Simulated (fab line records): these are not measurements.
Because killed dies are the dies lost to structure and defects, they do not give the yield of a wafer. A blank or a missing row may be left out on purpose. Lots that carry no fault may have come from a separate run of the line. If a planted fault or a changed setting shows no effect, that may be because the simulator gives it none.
Which tool did it?    flow nand-harc    10 lots, 30 wafers sampled, at 5 steps of a route of 1159

== WHAT THE GAUGES SHOWED, per wafer ==
NHARC_END_SORT_01. Usual: killed-at-array 28, standard deviation 11; killed-at-other 0.6, standard deviation 0.85; killed-at-periphery 2.8, standard deviation 2.3; killed-dies 31, standard deviation 11; killed-open 3.1, standard deviation 1.6; killed-short 2.0, standard deviation 1.4.
lot   measured      on         killed-at-array  killed-at-other  killed-at-periphery  killed-dies  killed-open  killed-short  flag
L930  day 22 03:17  prober-01  40 27 675        1 0 1            3 2 1                44 29 677    4 4 3        6 0 1         OFF
L929  day 22 11:33  prober-02  24 43 676        0 0 0            3 1 1                27 44 677    1 4 3        2 6 2         OFF
L935  day 24 01:08  prober-02  12 13 11         0 0 0            5 4 6                17 17 17     3 4 7        2 3 1         

== EACH LOT AND THE TOOL THAT RAN IT (in order: tool; ch and the chambers of the sampled wafers; start) ==
lot   NHARC_A_SGD_CUT_STRIP_28                       NHARC_A_SLIT_ETCH_24                NHARC_A_SLIT_ETCH_15                NHARC_A_SLIT_ETCH_29
L919  rie-diel-06 ch 1,2,3, day 14 04:18 or earlier  rie-diel-13 ch 0,1,3, day 14 04:18  rie-diel-13 ch 1,2,3, day 14 04:23  rie-diel-13 ch 1,2,3, day 14 15:16
L922  rie-diel-11 ch 1,2,3, day 15 10:16             rie-diel-12 ch 0,2, day 15 15:54    rie-diel-12 ch 0,2, day 15 16:15    rie-diel-04 ch 0,2,3, day 15 22:37
L930  rie-diel-11 ch 0,1,3, day 17 06:41 or earlier  rie-diel-13 ch 0,1,3, day 17 06:41  rie-diel-13 ch 0,1,2, day 17 06:50  rie-diel-12 ch 1,3, day 17 09:28
L929  rie-diel-06 ch 0,2,3, day 17 19:02 or earlier  rie-diel-13 ch 0,2,3, day 17 19:02  rie-diel-13 ch 0,2,3, day 17 19:07  rie-diel-12 ch 0,2,3, day 17 22:32
L936  rie-diel-06 ch 1,2, day 18 11:42 or earlier    rie-diel-04 ch 1,2,3, day 18 11:42  rie-diel-04 ch 1,2, day 18 11:50    rie-diel-12 ch 0,1, day 18 14:29
L935  rie-diel-09 ch 0,1,2, day 18 13:41 or earlier  rie-diel-04 ch 1,2, day 18 13:41    rie-diel-04 ch 1,3, day 18 13:47    rie-diel-04 ch 0,1,3, day 18 17:14
L937  rie-diel-11 ch 0,1, day 18 19:12 or earlier    rie-diel-12 ch 0,1,3, day 18 19:12  rie-diel-12 ch 0,1,2, day 18 19:24  rie-diel-04 ch 1,2,3, day 18 21:59
L938  rie-diel-11 ch 1,2, day 19 11:38 or earlier    rie-diel-12 ch 0,1,2, day 19 11:38  rie-diel-12 ch 1,2,3, day 19 11:46  rie-diel-12 ch 2,3, day 19 17:38
L940  rie-diel-11 ch 0,3, day 19 22:41 or earlier    rie-diel-04 ch 0,2, day 19 22:41    rie-diel-04 ch 0,2,3, day 19 22:50  rie-diel-04 ch 0,2,3, day 20 01:28
L941  rie-diel-09 ch 1,2, day 19 23:14 or earlier    rie-diel-12 ch 0,1, day 19 23:14    rie-diel-12 ch 0,2,3, day 19 23:20  rie-diel-12 ch 1,2,3, day 20 03:08
- NHARC_A_SGD_CUT_STRIP_28: strips in O2, time 20 s.
- NHARC_A_SLIT_ETCH_24: etches the open film in CF4/CHF3, target depth 121 nm, time 60.5 s.
- NHARC_A_SLIT_ETCH_15: etches the open film in O2/COS, target depth 3200 nm, time 832 s.
- NHARC_A_SLIT_ETCH_29: etches the open film in CF4/O2, target depth 100 nm, overetch 10 nm, time 55 s.

== WHAT THE TOOLS THEMSELVES READ (means of the sampled wafers that have a number; where no wafer has one, the mark that the record gives instead) ==
NHARC_A_SGD_CUT_STRIP_28. Usual: chamber-pressure-mTorr 60.00 mTorr, standard deviation 0.049; drypump-motor-current-A 5.56 A, standard deviation 0.22; oes-product-au 0.998 a.u., standard deviation 0.0097; rf-vpp-V 57.7 V, standard deviation 0.94; showerhead-plenum-p-Torr 3.53 Torr, standard deviation 0.16; throttle-valve-pct 17.037 %, standard deviation 0.0091.
lot   tool         chamber-pressure-mTorr (mTorr)  drypump-motor-current-A (A)  oes-product-au (a.u.)  rf-vpp-V (V)  showerhead-plenum-p-Torr (Torr)  throttle-valve-pct (%)  flag
L919  rie-diel-06  60.01                           5.53                         0.990                  58.5          3.66                             17.031                  
L922  rie-diel-11  60.00                           5.66                         0.995                  56.8          3.44                             17.042                  
L930  rie-diel-11  60.02                           5.59                         1.013                  57.5          3.43                             17.034                  
L929  rie-diel-06  59.99                           5.31                         0.998                  58.6          3.61                             17.033                  
L936  rie-diel-06  60.00                           5.69                         0.997                  57.9          3.67                             17.039                  
L935  rie-diel-09  60.00                           5.64                         1.000                  57.8          3.54                             17.037                  
L937  rie-diel-11  59.97                           5.47                         0.996                  57.8          3.46                             17.037                  
L938  rie-diel-11  59.98                           5.56                         0.987                  57.0          3.41                             17.031                  
L940  rie-diel-11  60.05                           5.56                         0.998                  57.3          3.38                             17.034                  
L941  rie-diel-09  59.99                           5.75                         0.998                  57.6          3.60                             17.027                  

NHARC_A_SLIT_ETCH_24. Usual: chamber-pressure-mTorr 24.999 mTorr, standard deviation 0.022; drypump-motor-current-A 5.8 A, standard deviation 0.51; oes-product-au 0.961 a.u., standard deviation 0.021; rf-vpp-V 369.9 V, standard deviation 2.4; showerhead-plenum-p-Torr 1.55 Torr, standard deviation 0.066; throttle-valve-pct 16.803 %, standard deviation 0.0094.
lot   tool         chamber-pressure-mTorr (mTorr)  drypump-motor-current-A (A)  oes-product-au (a.u.)  rf-vpp-V (V)  showerhead-plenum-p-Torr (Torr)  throttle-valve-pct (%)  flag
L919  rie-diel-13  24.993                          5.9                          0.982                  369.0         1.53                             16.802                  
L922  rie-diel-12  25.010                          6.3                          0.938                  371.9         1.60                             16.801                  
L930  rie-diel-13  24.996                          5.9                          0.986                  368.6         1.53                             16.809                  
L929  rie-diel-13  24.989                          5.9                          0.982                  368.8         1.49                             16.805                  
L936  rie-diel-04  25.015                          5.3                          0.971                  371.2         1.57                             16.801                  
L935  rie-diel-04  24.989                          5.2                          0.951                  369.9         1.57                             16.810                  
L937  rie-diel-12  24.989                          5.9                          0.980                  369.1         1.55                             16.798                  
L938  rie-diel-12  24.996                          6.1                          0.973                  369.1         1.54                             16.806                  
L940  rie-diel-04  24.992                          5.5                          0.969                  370.3         1.55                             16.805                  
L941  rie-diel-12  24.983                          5.7                          0.976                  367.9         1.49                             16.806                  

NHARC_A_SLIT_ETCH_15. Usual: chamber-pressure-mTorr 20.001 mTorr, standard deviation 0.019; drypump-motor-current-A 5.9 A, standard deviation 0.55; oes-product-au 1.003 a.u., standard deviation 0.0086; rf-vpp-V 313.7 V, standard deviation 2; showerhead-plenum-p-Torr 3.09 Torr, standard deviation 0.13; throttle-valve-pct 28.330 %, standard deviation 0.0096.
lot   tool         chamber-pressure-mTorr (mTorr)  drypump-motor-current-A (A)  oes-product-au (a.u.)  rf-vpp-V (V)  showerhead-plenum-p-Torr (Torr)  throttle-valve-pct (%)  flag
L919  rie-diel-13  20.004                          5.7                          1.008                  312.5         3.04                             28.332                  
L922  rie-diel-12  20.001                          6.4                          0.998                  314.2         3.17                             28.324                  
L930  rie-diel-13  20.020                          6.2                          0.946                  311.8         3.01                             28.332                  OFF
L929  rie-diel-13  19.995                          5.9                          0.945                  312.4         2.96                             28.325                  OFF
L936  rie-diel-04  19.998                          5.2                          1.009                  313.9         3.12                             28.327                  
L935  rie-diel-04  19.987                          5.8                          1.001                  314.5         3.14                             28.332                  
L937  rie-diel-12  19.995                          6.1                          1.003                  313.2         3.06                             28.331                  
L938  rie-diel-12  20.023                          6.2                          1.007                  314.3         3.17                             28.326                  
L940  rie-diel-04  20.002                          5.5                          0.991                  313.9         3.08                             28.334                  
L941  rie-diel-12  20.003                          6.2                          1.012                  315.5         3.19                             28.335                  

NHARC_A_SLIT_ETCH_29. Usual: chamber-pressure-mTorr 30.002 mTorr, standard deviation 0.028; drypump-motor-current-A 5.8 A, standard deviation 0.51; oes-product-au 1.002 a.u., standard deviation 0.0082; rf-vpp-V 197.6 V, standard deviation 1.3; showerhead-plenum-p-Torr 1.33 Torr, standard deviation 0.055; throttle-valve-pct 13.397 %, standard deviation 0.0087.
lot   tool         chamber-pressure-mTorr (mTorr)  drypump-motor-current-A (A)  oes-product-au (a.u.)  rf-vpp-V (V)  showerhead-plenum-p-Torr (Torr)  throttle-valve-pct (%)  flag
L919  rie-diel-13  29.995                          5.6                          1.010                  196.9         1.30                             13.394                  
L922  rie-diel-04  30.022                          5.5                          1.005                  197.7         1.32                             13.395                  
L930  rie-diel-12  30.016                          6.0                          1.001                  198.9         1.37                             13.400                  
L929  rie-diel-12  29.986                          6.1                          1.001                  199.0         1.37                             13.403                  
L936  rie-diel-12  29.997                          5.7                          0.998                  196.3         1.27                             13.395                  
L935  rie-diel-04  30.038                          5.7                          0.999                  197.4         1.34                             13.405                  
L937  rie-diel-04  30.028                          5.4                          0.988                  197.9         1.33                             13.394                  
L938  rie-diel-12  30.012                          6.3                          1.002                  199.0         1.42                             13.394                  
L940  rie-diel-04  30.022                          5.5                          1.000                  196.5         1.32                             13.393                  
L941  rie-diel-12  30.004                          6.2                          1.010                  198.5         1.35                             13.395                  

== THE ANSWER, worked out from the rows above alone ==
Rule: take the mean of a lot's wafers that have a number; if it is more than 3 standard deviations from the usual mean, the lot is off. A lot without any number at a reading at which 4 lots or more have one is off too. All remaining lots with rows at the step are treated as sound. First the gauges in route order, then the tools' own readings, where a lot's mean is used as printed above. At the first step where some lot is off, the reading lying furthest off is the one used; lots without a number count as furthest.
Off at NHARC_END_SORT_01 (killed-at-array): L930, L929. Neither off nor sound, because the step has no rows for them: L919, L922, L936, L937, L938, L940, L941.
A tool fits if, at a process step before that reading, it ran every lot that is off, and no sound lot after the first of them. The gauges at NHARC_END_SORT_01 aren't tried: what is off there is off at NHARC_A_SLIT_ETCH_15 too, on other tools, and a gauge's error can't cause that. NHARC_A_SGD_CUT_STRIP_28 gives no start for some lots, so the hours and the order of its lots are those of NHARC_A_SLIT_ETCH_24. Undecided on this evidence; 2 tools fit (rie-diel-13 at NHARC_A_SLIT_ETCH_24 and NHARC_A_SLIT_ETCH_15, rie-diel-12 at NHARC_A_SLIT_ETCH_29).

== WHAT WAS PUT IN BY THE SIMULATOR ==
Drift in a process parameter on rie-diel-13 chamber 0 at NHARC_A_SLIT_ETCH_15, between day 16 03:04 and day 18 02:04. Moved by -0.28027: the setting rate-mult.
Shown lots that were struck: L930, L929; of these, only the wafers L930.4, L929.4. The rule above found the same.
